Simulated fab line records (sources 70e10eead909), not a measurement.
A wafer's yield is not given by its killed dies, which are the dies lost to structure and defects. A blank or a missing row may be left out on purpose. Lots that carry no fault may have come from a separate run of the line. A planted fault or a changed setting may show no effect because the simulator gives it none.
Problem report in the 8D (eight disciplines) form, filled by code + flow nand harc + the parts of the form that need people (team, actions taken, sign-off) are left out

1. PROBLEM STATEMENT
Wafers without a fault read 1.003 a.u. with a standard deviation of 0.011, while oes product au at NHARC_A_SGD_CUT_ETCH_58 averages 0.833 a.u. across 2 wafers of 1 lot. Relative to the usual mean, that is a shift of -15 standard deviations.
The step: etches the open film in CF4, target depth 39 nm, time 65 s.
Earliest sighting: wafer L433.4 on rie diel-05 at day 24 21:25. Wafers with a number at this step in the record: 39, from 13 lots. By rule, "out" or "out of limits" means more than 4 standard deviations away from the usual mean. Any other wafer with a number is counted as sound.

2. WHAT THIS IS AND IS NOT
| question                    | is                | is not                                                                                         |
|-----------------------------|-------------------|------------------------------------------------------------------------------------------------|
| which readings at this step | oes product au    | cf4 flow sccm, drypump motor current A, rf vpp V, showerhead plenum p Torr, throttle valve pct |
| which lots                  | L433              | L420, L421, L422, L423, L425, L426, L429, L438, L440, L441, L442, L443                         |
| which wafers of those lots  | L433.4, L433.5    | L433.1                                                                                         |
| read on which tools         | rie diel-05       | rie diel-10, rie diel-13                                                                       |
| when                        | from day 24 21:25 | up to then (22 sound wafers); but 15 sound wafers of L438, L440, L441, L442, L443 came after   |

3. THE SUSPECTS, EACH WITH WHAT RULES IT OUT
Counting: any tool at a process step up to the reading remains a suspect provided it ran every lot that is out. Sound lots after the first of them don't rule it out here, since some wafers of a struck lot are sound.
- cmp-04 at NHARC_A_STAIRCASE_CMP_152 (polishes): kept. It ran the lot that is out, L433 (day 24 18:40); its last sound lot up to then is L422 (day 19 05:02).
- cmp-03 at NHARC_A_STAIRCASE_CMP_472 (polishes SiO2): kept. It ran the lot that is out, L433 (day 24 20:02).
- rie diel-05 at NHARC_A_SGD_CUT_ETCH_58 (etches the open film in CF4, target depth 39 nm, time 65 s): kept. It ran the lot that is out, L433 (day 24 21:25); its last sound lot up to then is L429 (day 23 00:20). On those wafers its own readings are out: oes product au.
- Within cmp-04 at NHARC_A_STAIRCASE_CMP_152: the wafers that are out ran in chambers 2, 3; their sound lot-mates ran in chamber 1.
- At NHARC_A_SGD_CUT_ETCH_58 on rie diel-05, chamber 3 took the sound wafers of the same lots and chamber 0 took the wafers that are out.
cmp-04 at NHARC_A_STAIRCASE_CMP_152, cmp-03 at NHARC_A_STAIRCASE_CMP_472 and rie diel-05 at NHARC_A_SGD_CUT_ETCH_58 are what is left after counting.

4. THE CAUSE (what the simulator had put in)
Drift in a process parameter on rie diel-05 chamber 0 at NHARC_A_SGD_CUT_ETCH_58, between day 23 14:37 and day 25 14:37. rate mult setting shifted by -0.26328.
This tool is one of the 3 suspects left after counting.

5. THE EFFECT CHAIN, in route order
Each row: a reading where the mean over the struck wafers with a number is more than 3 standard deviations away from the usual. Only readings for which the record gives a usual standard deviation are gone through. hours: the time from each lot's start at the first step in this table that gives one to its start at this step, as a median over the lots. sigmas: the change in usual standard deviations.
| hours | step                    | reading        | usual      | on struck wafers | change | sigmas |
|-------|-------------------------|----------------|------------|------------------|--------|--------|
| 0     | NHARC_A_SGD_CUT_ETCH_58 | oes product au | 1.003 a.u. | 0.833            | -0.170 | -15    |
Process steps it contains:
- NHARC_A_SGD_CUT_ETCH_58: etches the open film in CF4, target depth 39 nm, time 65 s.

6. WHAT WOULD HAVE CAUGHT IT SOONER
The fault began at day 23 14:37; the first out-of-limits reading in this record came at day 24 21:25, 31 hours later.
